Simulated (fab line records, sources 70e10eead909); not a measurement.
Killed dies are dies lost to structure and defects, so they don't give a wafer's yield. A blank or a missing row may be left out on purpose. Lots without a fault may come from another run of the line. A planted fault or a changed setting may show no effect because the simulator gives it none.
fab line records | flow nand_harc
record lots=24 wafers=72 last_day=24
route steps=1159 shown P_M0@270 P_M2@333 P_BONDPAD@352
lots that met no fault: from a run of the same line without faults
start_h: hours from the record's first day to the start of the lot's first wafer shown | wait_h: hours since the lot's step before | " the same as in the row above | L1.1+2: a row that stands for several wafers | - no value, or no start given | * or withheld: withheld | < > ~ a bound
route shown NAME@n: a module of which the file shows steps, and the number in the route of the first | usual: mean/standard deviation of fault-free wafers | same: alike in all rows | chamber/n: place in a boat | sites: the reading at each site | _std_site: their standard deviation | _edge_site: outer sites' mean less inner sites' | radius_mm: how far each site lies from the wafer's centre | mask NAME#n: copy n | behind: the tool/chamber that last shaped the wafer | hold: why the lot was held/for how many hours/how that ended | device: the transistor (n, p or np) that didn't switch | end of line: the same wafers' tests at the end of the route | a step without rows: its recipe alone | killed: dies lost to structure and defects at the first sort, not the wafer's yield | map: a wafer's dies, x killed, . not, _ none there
set.NAME: the setting as run; set.NAME@STEP: as run at that earlier step | model.NAME: the simulator's own value behind a step, which no gauge read
steps of the route over a sample of lots; a table a step, a row a wafer
services: from which hour (start_h, from the record's first day; less than 0 if before it) a tool's chamber was out of use, for how many hours, and why
## steps
# step NHARC_P_M0_STRIP_18
# recipe power_w=1000 n2_flow_sccm=150 h2_flow_sccm=150 ar_flow_sccm=0 bias_w=0 chemistry=N2/H2
# usual chamber_pressure_mTorr=30.001/0.028 drypump_motor_current_A=6.0/0.58 mfc_ar_sccm=0.007/0.0083 oes_product_au=0.996/0.0097 rf_vpp_V=90.9/0.94 showerhead_plenum_p_Torr=2.08/0.071 throttle_valve_pct=14.171/0.0095
# columns lot.wafer tool chamber start_h wait_h chamber_pressure_mTorr drypump_motor_current_A mfc_ar_sccm oes_product_au rf_hours_counter_h rf_vpp_V showerhead_plenum_p_Torr throttle_valve_pct
L074.3 rie_diel-01 3 119.36 0.1 30.057 6.5 0.023 1.014 11 89.5 1.94 14.170
L074.1 " 0 " " 30.023 6.3 0.018 1.000 12 91.4 2.14 14.167
L074.2 " 1 " " 30.029 6.3 0.005 1.004 9 90.9 2.14 14.163
L076.1 rie_diel-05 1 126.12 0.1 29.978 6.4 0 1.018 11 91.5 2.09 14.159
L076.3 " 3 " " 30.048 5.2 0 1.017 11 90.9 2.14 14.172
L076.2 " 0 " " 30.003 6.1 0 0.993 11 90.6 2.12 14.176
L075.2 rie_diel-12 0 129.60 0.1 30.019 6.1 0 0.997 6 90.6 1.99 14.177
L075.3 " 1 " " 29.954 5.7 0 0.987 7 89.4 2.07 14.175
L075.5 " 2 " " 29.997 6.4 0.001 0.993 - 91.9 2.20 14.182
L077.2 rie_diel-12 2 130.76 0.1 29.931 6.4 0.001 0.994 6 93.9 2.20 14.174
L077.3 " 1 " " 30.035 5.8 0 0.992 7 90.2 2.07 14.164
L077.5 " 2 " " 29.967 6.5 0.001 0.999 - 91.0 2.20 14.179
L078.4 rie_diel-12 3 144.55 0.1 29.958 6.7 0.012 0.991 6 92.2 2.10 14.169
L078.2 " 0 " " 30.071 6.2 0 0.990 7 90.9 1.99 14.188
L078.5 " 0 " " 30.012 6.2 0 1.002 - 89.9 1.99 14.165
L079.2 rie_diel-05 0 145.25 0.1 30.000 6.0 0 1.003 12 90.9 2.12 14.182
L079.5 " 3 " " 30.024 5.2 0 1.023 - 91.7 2.14 14.172
L079.6 " 0 " " 29.986 6.1 0 1.001 - 90.9 2.12 14.160
L080.4 rie_diel-12 0 146.30 0.1 29.970 6.2 0 0.998 7 90.2 1.99 14.153
L080.1 " 1 " " 30.039 5.8 0 0.990 8 92.1 2.07 14.166
L080.2 " 2 " " 29.980 6.4 0.001 0.993 7 90.9 2.20 14.168
L081.3 rie_diel-05 3 154.57 0.1 30.014 5.2 0 1.003 13 91.5 2.14 14.165
L081.6 " 1 " " 29.991 6.4 0 1.001 - 92.0 2.09 14.174
L081.5 " 2 " " 29.981 5.0 0.021 0.986 - 90.1 2.00 14.174
L082.1 rie_diel-12 1 163.00 0.1 29.991 5.8 0 0.988 9 89.7 2.07 14.170
L082.4 " 2 " " 30.040 6.4 0.001 1.002 8 91.9 2.20 14.174
L082.5 " 0 " " 30.013 6.2 0 0.992 - 88.4 1.99 14.179
L083.1 rie_diel-01 3 169.59 0.1 30.009 6.5 0.023 0.995 2 89.5 1.94 14.171
L083.5 " 0 " " 30.010 6.3 0.018 0.997 - 91.9 2.14 14.182
L083.6 " 1 " " 30.019 6.3 0.005 0.982 - 90.9 2.14 14.168
L085.2 rie_diel-05 1 178.59 0.1 29.975 6.4 0 0.998 0 91.0 2.09 14.164
L085.3 " 2 " " 29.994 5.0 0.021 1.000 0 89.8 1.99 14.175
L085.5 " 3 " " 30.015 5.2 0 0.994 - 90.2 2.14 14.172
L084.4 rie_diel-05 0 178.93 0.1 30.019 6.0 0 0.992 0 92.5 2.12 14.158
L084.6 " 2 " " 29.988 5.0 0.021 1.004 - 90.3 1.99 14.191
L084.5 " 3 " " 30.026 5.2 0 1.002 - 91.7 2.14 14.172
L086.3 rie_diel-05 2 192.48 0.1 29.998 5.0 0.021 1.007 2 91.5 1.99 14.167
L086.2 " 3 " " 29.981 5.2 0 1.006 2 91.8 2.14 14.185
L086.1 " 0 " " 29.966 6.0 0 0.998 2 90.6 2.12 14.185
L087.3 rie_diel-01 2 193.59 0.1 29.990 4.9 0.011 0.985 3 90.7 2.00 14.168
L087.6 " 0 " " 29.965 6.3 0.018 0.993 - 92.4 2.14 14.158
L087.5 " 1 " " 30.010 6.3 0.005 0.983 - 91.3 2.14 14.159
L088.3 rie_diel-12 2 213.28 0.1 29.986 6.4 0.001 1.004 0 90.5 2.20 14.179
L088.6 " 1 " " 29.971 5.8 0 1.020 - 91.7 2.07 14.176
L088.5 " 2 " " 29.968 6.4 0.001 0.998 - 93.6 2.20 14.171
L089.3 rie_diel-05 3 215.34 0.1 29.974 5.2 0 1.000 4 89.6 2.14 14.179
L089.2 " 0 " " 30.003 6.0 0 0.996 4 90.3 2.12 14.175
L089.5 " 2 " " 30.019 5.0 0.021 1.006 - 89.7 1.99 14.158
L091.3 rie_diel-01 1 218.36 0.1 30.067 6.3 0.005 0.978 5 91.1 2.14 14.176
L091.1 " 2 " " 29.997 4.8 0.011 0.980 5 91.0 2.00 14.160
L091.4 " 3 " " 30.005 6.5 0.023 1.003 5 90.0 1.94 14.164
L090.1 rie_diel-01 2 219.11 0.1 29.994 4.9 0.011 0.983 5 90.6 2.00 14.192
L090.4 " 1 " " 30.019 6.3 0.005 0.984 5 90.8 2.14 14.174
L090.5 " 3 " " 29.991 6.4 0.023 1.000 - 90.8 1.94 14.168
L092.4 rie_diel-12 1 222.40 0.1 30.045 5.7 0 0.998 1 89.3 2.07 14.168
L092.1 " 2 " " 30.013 6.4 0.001 1.002 1 90.7 2.20 14.167
L092.2 " 3 " " 30.048 6.6 0.012 0.990 1 93.0 2.09 14.173
L093.1 rie_diel-05 0 224.54 0.1 29.976 6.1 0 1.004 5 92.1 2.12 14.168
L093.3 " 1 " " 29.975 6.4 0 1.002 5 89.6 2.09 14.160
L093.6 " 1 " " 30.030 6.4 0 1.011 - 91.1 2.09 14.169
L094.4 rie_diel-12 0 236.10 0.1 29.991 6.2 0 1.002 2 89.4 1.99 14.166
L094.2 " 1 " " 29.996 5.7 0 0.995 2 91.3 2.06 14.157
L094.3 " 2 " " 29.965 6.4 0.001 1.008 2 91.9 2.20 14.180
L095.3 rie_diel-12 0 247.40 0.1 30.005 6.1 0 0.992 3 91.0 1.99 14.189
L095.5 " 1 " " 29.979 5.8 0 1.006 - 90.1 2.06 14.158
L095.6 " 2 " " 30.022 6.4 0.001 0.995 - 89.3 2.19 14.179
L096.1 rie_diel-05 0 248.21 0.1 30.049 6.1 0 1.006 6 90.7 2.12 14.158
L096.5 " 3 " " 30.028 5.2 0 1.001 - 91.5 2.14 14.184
L096.6 " 0 " " 30.018 6.0 0 1.002 - 91.9 2.12 14.178
L097.3 rie_diel-01 0 253.08 0.1 29.963 6.4 0.018 0.996 7 89.0 2.14 14.172
L097.2 " 1 " " 29.910 6.3 0.005 0.987 6 91.9 2.14 14.161
L097.1 " 3 " " 29.974 6.5 0.023 1.010 8 90.1 1.94 14.177
# step NHARC_P_M0_DEGAS_28
# recipe temp_c=250 time_s=60
# usual heater_power_w=341/34
# columns lot.wafer tool chamber start_h wait_h heater_power_w
L074.3 pvd_sputter-02 - 119.90 - 388
L074.1 " - " " 391
L074.2 " - " " 325
L076.3 pvd_sputter-02 - 126.68 - 393
L076.2 " - " " 401
L076.1 " - " " 309
L075.2 pvd_sputter-03 - 130.09 - 367
L075.3 " - " " 395
L075.5 " - " " 347
L077.2 pvd_sputter-03 - 131.32 - 395
L077.3 " - " " 313
L077.5 " - " " 342
L078.2 pvd_sputter-02 - 145.10 - 390
L078.4 " - " " 396
L078.5 " - " " 393
L079.2 pvd_sputter-03 - 145.78 - 341
L079.6 " - " " 390
L079.5 " - " " 320
L080.1 pvd_sputter-01 - 146.82 - 328
L080.2 " - " " 356
L080.4 " - " " 306
L081.3 pvd_sputter-01 - 155.07 - 305
L081.5 " - " " 368
L081.6 " - " " 299
L082.1 pvd_sputter-03 - 163.49 - 380
L082.4 " - " " 359
L082.5 " - " " 386
L083.1 pvd_sputter-03 - 170.05 - 325
L083.5 " - " " 321
L083.6 " - " " 345
L085.2 pvd_sputter-01 - 179.08 - 292
L085.3 " - " " 316
L085.5 " - " " 324
L084.4 pvd_sputter-02 - 179.42 - 311
L084.6 " - " " 308
L084.5 " - " " 401
L086.3 pvd_sputter-03 - 193.00 - 318
L086.2 " - " " 349
L086.1 " - " " 340
L087.3 pvd_sputter-01 - 194.11 - 311
L087.6 " - " " 322
L087.5 " - " " 356
L088.3 pvd_sputter-03 - 213.82 - 388
L088.5 " - " " 351
L088.6 " - " " 341
L089.3 pvd_sputter-01 - 215.85 - 288
L089.2 " - " " 318
L089.5 " - " " 284
L091.1 pvd_sputter-03 - 218.99 - 339
L091.4 " - " " 389
L091.3 " - " " 357
L090.4 pvd_sputter-03 - 219.67 - 312
L090.1 " - " " 342
L090.5 " - " " 326
L092.2 pvd_sputter-01 - 222.94 - 290
L092.4 " - " " 317
L092.1 " - " " 321
L093.1 pvd_sputter-01 - 225.09 - 283
L093.3 " - " " 325
L093.6 " - " " 319
L094.2 pvd_sputter-03 - 236.65 - 363
L094.3 " - " " 332
L094.4 " - " " 321
L095.3 pvd_sputter-02 - 247.87 - 304
L095.6 " - " " 407
L095.5 " - " " 307
L096.1 pvd_sputter-01 - 248.73 - 294
L096.5 " - " " 293
L096.6 " - " " 313
L097.3 pvd_sputter-02 - 253.62 - 417
L097.1 " - " " 311
L097.2 " - " " 312
# step NHARC_P_M2_ETCH_15
# recipe target_depth_a=1825 time_s=91.2 c4f8_flow_sccm=withheld ar_flow_sccm=400 rf_w=600 bias_w=300 chemistry=C4F8/Ar
# usual chamber_pressure_mTorr=24.998/0.023 oes_product_au=0.945/0.021 rf_vpp_V=440.2/3
# columns lot.wafer tool chamber start_h wait_h chamber_pressure_mTorr oes_product_au rf_hours_counter_h rf_vpp_V
L074.3 rie_diel-06 3 - - 25.012 0.954 2 439.7
L074.1 " 1 " " 25.003 0.950 2 438.9
L074.2 " 2 " " 25.024 0.973 2 436.9
L076.2 rie_diel-06 2 - - 24.971 0.969 2 436.5
L076.3 " 3 " " 25.066 0.960 2 441.7
L076.1 " 1 " " 25.000 0.961 2 437.6
L075.2 rie_diel-06 3 - - 24.998 0.945 2 439.8
L075.3 " 1 " " 25.014 0.942 2 438.3
L075.5 " 2 " " 25.043 0.954 - 436.6
L077.3 rie_diel-02 2 - - 25.007 0.919 28 439.7
L077.2 " 1 " " 24.979 0.919 32 441.1
L077.5 " 2 " " 25.000 0.907 - 439.4
L078.4 rie_diel-06 3 - - 24.985 0.958 3 440.4
L078.2 " 0 " " 25.022 0.951 2 445.8
L078.5 " 3 " " 25.002 0.949 - 439.9
L079.2 rie_diel-11 3 - - 24.966 0.924 49 441.4
L079.5 " 2 " " 24.987 0.940 - 438.0
L079.6 " 3 " " 24.987 0.928 - 438.1
L080.1 rie_diel-06 3 - - 24.973 0.943 3 441.9
L080.2 " 0 " " 24.970 0.951 2 446.1
L080.4 " 1 " " 24.970 0.963 3 437.8
L081.3 rie_diel-06 1 - - 24.981 0.972 4 436.8
L081.5 " 2 " " 25.006 0.969 - 436.1
L081.6 " 3 " " 25.012 0.991 - 438.6
L082.1 rie_diel-02 3 - - 24.973 0.969 2 438.1
L082.4 " 1 " " 25.015 0.952 1 440.6
L082.5 " 0 " " 25.018 0.974 - 441.5
L083.1 rie_diel-06 0 - - 24.947 0.925 3 446.2
L083.5 " 3 " " 25.005 0.922 - 439.9
L083.6 " 0 " " 24.975 0.920 - 445.1
L085.3 rie_diel-06 1 - - 24.980 0.923 5 437.7
L085.2 " 3 " " 25.042 0.923 5 441.4
L085.5 " 2 " " 24.996 0.922 - 436.8
L084.4 rie_diel-06 1 - - 25.018 0.978 5 437.8
L084.5 " 3 " " 24.952 0.958 - 441.7
L084.6 " 0 " " 24.995 0.950 - 445.2
L086.3 rie_diel-06 0 - - 25.029 0.931 4 444.9
L086.1 " 1 " " 25.044 0.957 5 438.0
L086.2 " 2 " " 24.993 0.967 5 436.3
L087.3 rie_diel-06 1 - - 24.960 0.925 5 438.2
L087.6 " 1 " " 25.000 0.930 - 437.8
L087.5 " 2 " " 24.987 0.936 - 437.6
L088.3 rie_diel-06 2 - - 25.022 0.927 5 436.8
L088.6 " 2 " " 25.008 0.931 - 436.9
L088.5 " 3 " " 24.980 0.918 - 439.7
L089.2 rie_diel-06 1 - - 24.994 0.931 6 438.6
L089.3 " 0 " " 25.019 0.953 5 445.7
L089.5 " 1 " " 24.970 0.927 - 439.0
L091.4 rie_diel-06 3 - - 25.012 0.969 6 440.4
L091.3 " 0 " " 24.939 0.961 5 447.1
L091.1 " 2 " " 24.997 0.974 6 438.0
L090.4 rie_diel-11 1 - - 24.966 0.914 9 443.1
L090.1 " 0 " " 24.978 0.909 8 438.8
L090.5 " 2 " " 24.968 0.919 - 438.1
L092.1 rie_diel-06 1 - - 25.006 0.925 6 438.2
L092.2 " 2 " " 25.028 0.931 6 436.7
L092.4 " 3 " " 25.001 0.930 6 441.3
L093.1 rie_diel-06 2 - - 25.002 0.968 6 437.0
L093.3 " 3 " " 24.998 0.976 6 441.0
L093.6 " 1 " " 24.972 0.964 - 439.3
L094.3 rie_diel-02 0 - - 25.007 0.926 16 442.3
L094.2 " 1 " " 24.977 0.923 16 442.3
L094.4 " 2 " " 25.002 0.921 15 440.9
L095.3 rie_diel-06 2 - - 25.008 0.974 0 435.7
L095.5 " 2 " " 25.026 0.970 - 438.2
L095.6 " 3 " " 24.995 0.951 - 441.6
L096.1 rie_diel-06 0 - - 24.978 0.965 0 444.4
L096.5 " 0 " " 25.027 0.968 - 446.0
L096.6 " 1 " " 24.985 0.967 - 439.0
L097.1 rie_diel-02 0 - - 25.016 0.916 19 442.9
L097.2 " 1 " " 24.995 0.928 20 441.1
L097.3 " 2 " " 24.987 0.930 18 440.7
# step NHARC_P_M2_PRE_CLEAN_30
# recipe time_s=30 temp_c=280 gas=H2/He
# usual heater_power_w=424/42
# columns lot.wafer tool chamber start_h wait_h heater_power_w
L074.2 pvd_sputter-02 - - - 483
L074.1 " - " " 387
L074.3 " - " " 496
L076.1 pvd_sputter-03 - - - 421
L076.2 " - " " 386
L076.3 " - " " 434
L075.3 pvd_sputter-03 - - - 474
L075.2 " - " " 386
L075.5 " - " " 471
L077.3 pvd_sputter-03 - - - 413
L077.2 " - " " 396
L077.5 " - " " 436
L078.2 pvd_sputter-02 - - - 378
L078.4 " - " " 497
L078.5 " - " " 484
L079.2 pvd_sputter-02 - - - 384
L079.6 " - " " 388
L079.5 " - " " 475
L080.1 pvd_sputter-03 - - - 428
L080.2 " - " " 409
L080.4 " - " " 469
L081.3 pvd_sputter-03 - - - 388
L081.6 " - " " 399
L081.5 " - " " 432
L082.1 pvd_sputter-03 - - - 477
L082.4 " - " " 381
L082.5 " - " " 423
L083.1 pvd_sputter-02 - - - 484
L083.6 " - " " 384
L083.5 " - " " 479
L085.2 pvd_sputter-02 - - - 381
L085.3 " - " " 393
L085.5 " - " " 383
L084.4 pvd_sputter-03 - - - 471
L084.6 " - " " 411
L084.5 " - " " 471
L086.3 pvd_sputter-02 - - - 506
L086.1 " - " " 471
L086.2 " - " " 391
L087.3 pvd_sputter-01 - - - 397
L087.5 " - " " 453
L087.6 " - " " 359
L088.3 pvd_sputter-01 - - - 391
L088.6 " - " " 380
L088.5 " - " " 394
L089.3 pvd_sputter-03 - - - 439
L089.2 " - " " 479
L089.5 " - " " 443
L091.3 pvd_sputter-03 - - - 393
L091.1 " - " " 434
L091.4 " - " " 420
L090.1 pvd_sputter-03 - - - 433
L090.4 " - " " 428
L090.5 " - " " 428
L092.1 pvd_sputter-01 - - - 389
L092.2 " - " " 390
L092.4 " - " " 360
L093.3 pvd_sputter-01 - - - 351
L093.1 " - " " 380
L093.6 " - " " 397
L094.3 pvd_sputter-03 - - - 432
L094.4 " - " " 416
L094.2 " - " " 486
L095.3 pvd_sputter-02 - - - 495
L095.6 " - " " 382
L095.5 " - " " 478
L096.1 pvd_sputter-01 - - - 391
L096.5 " - " " 396
L096.6 " - " " 430
L097.1 pvd_sputter-02 - - - 496
L097.3 " - " " 375
L097.2 " - " " 382
# step NHARC_P_M2_INSPECT_27
# usual raw_defect_count=318/120
# columns lot.wafer tool chamber start_h wait_h raw_defect_count
L074.1 defect_inspect-01 - 129.86 0.0 244
L074.2 " - " " 315
L074.3 " - " " 262
L076.1 defect_inspect-02 - 137.13 0.0 168
L076.2 " - " " 308
L076.3 " - " " 308
L075.2 defect_inspect-01 - 140.71 0.0 536
L075.3 " - " " 512
L075.5 " - " " 812
L077.2 defect_inspect-01 - 141.94 0.0 315
L077.3 " - " " 248
L077.5 " - " " 251
L078.2 defect_inspect-02 - 155.26 0.0 278
L078.4 " - " " 213
L078.5 " - " " 253
L079.2 defect_inspect-01 - 156.18 0.0 370
L079.5 " - " " 439
L079.6 " - " " 415
L080.1 defect_inspect-02 - 157.14 0.0 196
L080.2 " - " " 317
L080.4 " - " " 283
L081.3 defect_inspect-01 - 165.01 0.0 252
L081.5 " - " " 194
L081.6 " - " " 267
L082.1 defect_inspect-02 - 173.61 0.0 189
L082.4 " - " " 210
L082.5 " - " " 271
L083.1 defect_inspect-02 - 180.18 0.0 186
L083.5 " - " " 191
L083.6 " - " " 257
L085.2 defect_inspect-02 - 189.16 0.0 399
L085.3 " - " " 390
L085.5 " - " " 279
L084.4 defect_inspect-02 - 190.25 0.0 271
L084.5 " - " " 383
L084.6 " - " " 242
L086.1 defect_inspect-02 - 202.95 0.0 255
L086.2 " - " " 587
L086.3 " - " " 295
L087.3 defect_inspect-02 - 203.95 0.0 304
L087.5 " - " " 335
L087.6 " - " " 420
L088.3 defect_inspect-02 - 224.08 0.0 321
L088.5 " - " " 266
L088.6 " - " " 214
L089.2 defect_inspect-02 - 226.01 0.0 463
L089.3 " - " " 374
L089.5 " - " " 290
L091.1 defect_inspect-02 - 228.88 0.0 287
L091.3 " - " " 261
L091.4 " - " " 311
L090.1 defect_inspect-02 - 229.84 0.0 153
L090.4 " - " " 138
L090.5 " - " " 184
L092.1 defect_inspect-02 - 232.70 0.0 471
L092.2 " - " " 309
L092.4 " - " " 255
L093.1 defect_inspect-01 - 235.62 0.0 517
L093.3 " - " " 397
L093.6 " - " " 460
L094.2 defect_inspect-02 - 246.95 0.0 393
L094.3 " - " " 175
L094.4 " - " " 229
L095.3 defect_inspect-02 - 257.75 0.0 291
L095.5 " - " " 370
L095.6 " - " " 235
L096.1 defect_inspect-02 - 258.41 0.1 424
L096.5 " - " " 335
L096.6 " - " " 432
L097.1 defect_inspect-02 - 263.62 0.0 264
L097.2 " - " " 294
L097.3 " - " " 359
# step NHARC_P_BONDPAD_CMP_32
# recipe target_thk_nm=200 material=SiCN
# usual motor_current_A=12.2/1.2
# columns lot.wafer tool chamber start_h wait_h motor_current_A
L074.1 cmp-01 0 131.00 - 10.9
L074.2 " 1 " " 13.1
L074.3 " 3 " " 13.2
L076.3 cmp-04 3 138.25 - 12.9
L076.2 " 1 " " 9.6
L076.1 " 2 " " 10.2
L075.2 cmp-01 2 141.84 - 13.5
L075.3 " 3 " " 12.2
L075.5 " 2 " " 13.1
L077.2 cmp-04 3 143.10 0.5 13.2
L077.3 " 0 " " 11.2
L077.5 " 2 " " 11.4
L078.2 cmp-01 1 156.20 - 13.5
L078.4 " 0 " " 10.9
L078.5 " 2 " " 13.6
L079.2 cmp-01 3 157.30 - 12.7
L079.5 " 0 " " 10.4
L079.6 " 1 " " 13.3
L080.2 cmp-02 0 158.19 - 12.5
L080.1 " 2 " " 12.9
L080.4 " 3 " " 13.0
L081.3 cmp-02 3 166.21 - 11.8
L081.5 " 1 " " 13.4
L081.6 " 2 " " 13.1
L082.1 cmp-04 3 174.58 - 12.6
L082.4 " 0 " " 11.8
L082.5 " 3 " " 12.8
L083.1 cmp-02 0 181.15 - 12.2
L083.6 " 0 " " 11.8
L083.5 " 1 " " 13.2
L085.3 cmp-01 2 190.15 - 13.3
L085.2 " 0 " " 11.0
L085.5 " 1 " " 13.3
L084.4 cmp-04 0 191.27 - 11.4
L084.6 " 2 " " 11.1
L084.5 " 3 " " 12.6
L086.1 cmp-01 1 203.91 - 13.2
L086.3 " 3 " " 12.0
L086.2 " 0 " " 10.4
L087.3 cmp-02 3 205.15 - 11.6
L087.5 " 1 " " 13.5
L087.6 " 2 " " 13.1
L088.3 cmp-04 0 225.06 - 11.4
L088.6 " 3 " " 13.0
L088.5 " 0 " " 11.8
L089.2 cmp-04 1 226.97 - 10.0
L089.3 " 2 " " 10.8
L089.5 " 0 " " 11.2
L091.1 cmp-01 2 229.85 - 14.2
L091.4 " 3 " " 12.8
L091.3 " 1 " " 13.4
L090.4 cmp-02 2 230.91 - 12.8
L090.1 " 3 " " 12.4
L090.5 " 1 " " 12.9
L092.2 cmp-04 1 233.69 - 10.0
L092.1 " 2 " " 10.5
L092.4 " 3 " " 12.8
L093.3 cmp-01 2 236.64 - 13.3
L093.1 " 3 " " 11.9
L093.6 " 2 " " 13.1
L094.4 cmp-01 1 247.92 - 13.2
L094.2 " 3 " " 11.5
L094.3 " 0 " " 11.0
L095.3 cmp-01 1 258.74 - 14.0
L095.5 " 0 " " 10.3
L095.6 " 1 " " 13.0
L096.1 cmp-01 3 259.47 - 13.4
L096.6 " 3 " " 12.5
L096.5 " 0 " " 10.9
L097.3 cmp-04 3 264.58 - 12.6
L097.1 " 0 " " 11.2
L097.2 " 2 " " 10.8
## services
# columns tool chamber start_h hours kind
pvd_sputter-03 - 102.00 10.0 pm
cmp-01 - 111.23 4.0 pm
rie_diel-06 0 121.33 20.3 repair
pvd_sputter-02 - 124.96 1.4 repair
pvd_sputter-01 - 131.36 2.0 repair
rie_diel-12 - 142.27 1.4 repair
pvd_sputter-01 - 143.99 1.0 repair
pvd_sputter-01 - 158.07 10.0 pm
rie_diel-05 - 163.64 9.0 pm
rie_diel-12 3 164.92 4.5 repair
pvd_sputter-02 - 182.51 2.1 repair
pvd_sputter-02 - 192.38 2.9 repair
rie_diel-06 3 201.27 4.0 repair
rie_diel-12 - 202.40 9.0 pm
cmp-01 - 206.84 3.2 repair
cmp-01 - 210.06 4.0 pm
pvd_sputter-02 - 215.40 10.0 pm
pvd_sputter-01 - 217.98 2.5 repair
cmp-01 - 222.87 1.0 repair
rie_diel-05 2 231.38 7.4 repair
rie_diel-06 3 238.34 8.3 repair
rie_diel-06 - 241.20 9.0 pm
rie_diel-12 3 253.68 16.0 repair
rie_diel-06 - 258.68 5.1 repair
## key
fault none
